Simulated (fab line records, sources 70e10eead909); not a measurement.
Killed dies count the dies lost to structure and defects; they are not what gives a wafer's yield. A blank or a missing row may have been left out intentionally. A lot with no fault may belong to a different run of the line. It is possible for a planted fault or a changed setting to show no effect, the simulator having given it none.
Matching of chambers :: flow nand-harc :: 4 sister chambers for NHARC_P_CONTACT_CMP_24 on cmp-04
The step polishes, t overpolish 30 s, target thk 200 nm. 8 wafers are shown with their chamber, then 7 later ones without.

## WAFERS PAIRED WITH THEIR CHAMBERS
wafer: L076.2
chamber: 1
motor-current-A (A): 10.6
overpolish-run-s (s): 29.997

wafer: L076.4
chamber: 2
motor-current-A (A): 10.1
overpolish-run-s (s): 30.000

wafer: L076.6
chamber: 3
motor-current-A (A): 11.7
overpolish-run-s (s): 29.991

wafer: L077.2
chamber: 0
motor-current-A (A): 10.0
overpolish-run-s (s): 30.013

wafer: L077.4
chamber: 3
motor-current-A (A): 11.7
overpolish-run-s (s): 29.998

wafer: L077.5
chamber: 2
motor-current-A (A): 10.3
overpolish-run-s (s): 30.003

wafer: L083.1
chamber: 1
motor-current-A (A): 11.6
overpolish-run-s (s): 30.012

wafer: L083.2
chamber: 0
motor-current-A (A): 10.1
overpolish-run-s (s): 30.009

## WAFERS WHOSE CHAMBER IS MISSING
wafer: L083.6
motor-current-A (A): 10.0
overpolish-run-s (s): 30.008

wafer: L093.1
motor-current-A (A): 12.1
overpolish-run-s (s): 30.003

wafer: L093.2
motor-current-A (A): 10.3
overpolish-run-s (s): 30.000

wafer: L093.6
motor-current-A (A): 11.0
overpolish-run-s (s): 30.007

wafer: L097.1
motor-current-A (A): 10.3
overpolish-run-s (s): 29.980

wafer: L097.3
motor-current-A (A): 10.2
overpolish-run-s (s): 30.000

wafer: L097.6
motor-current-A (A): 10.1
overpolish-run-s (s): 29.988

## WHICH CHAMBER EACH ONE RAN IN
wafer: L083.6
from the rows above: can't be placed: 0 or 2
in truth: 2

wafer: L093.1
from the rows above: can't be placed: 3 or 1
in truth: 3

wafer: L093.2
from the rows above: can't be placed: 2 or 0 or 1
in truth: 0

wafer: L093.6
from the rows above: can't be placed: 1 or 2
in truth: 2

wafer: L097.1
from the rows above: can't be placed: 2 or 3 or 1 or 0
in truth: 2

wafer: L097.3
from the rows above: can't be placed: 2 or 0
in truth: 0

wafer: L097.6
from the rows above: can't be placed: 2 or 0 or 1
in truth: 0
0 of 7 placed correctly. Not placeable from these rows: 7 (in 7, the candidates include the true chamber). Number placed wrongly: 0.
How it was worked out, from the rows above alone: a wafer's distance from a chamber is the root of the sum, over the readings, of the square of ((its reading less the chamber's mean) divided by the reading's scatter). If the next closest chamber is less than 2 further off than the closest, the wafer can't be placed; otherwise it belongs to the closest. Each chamber's mean is taken over the wafers shown for it. The scatter: take each reading less its chamber's mean, square it, sum over the shown wafers, divide by the number of wafers less the number of chambers, and take the root.
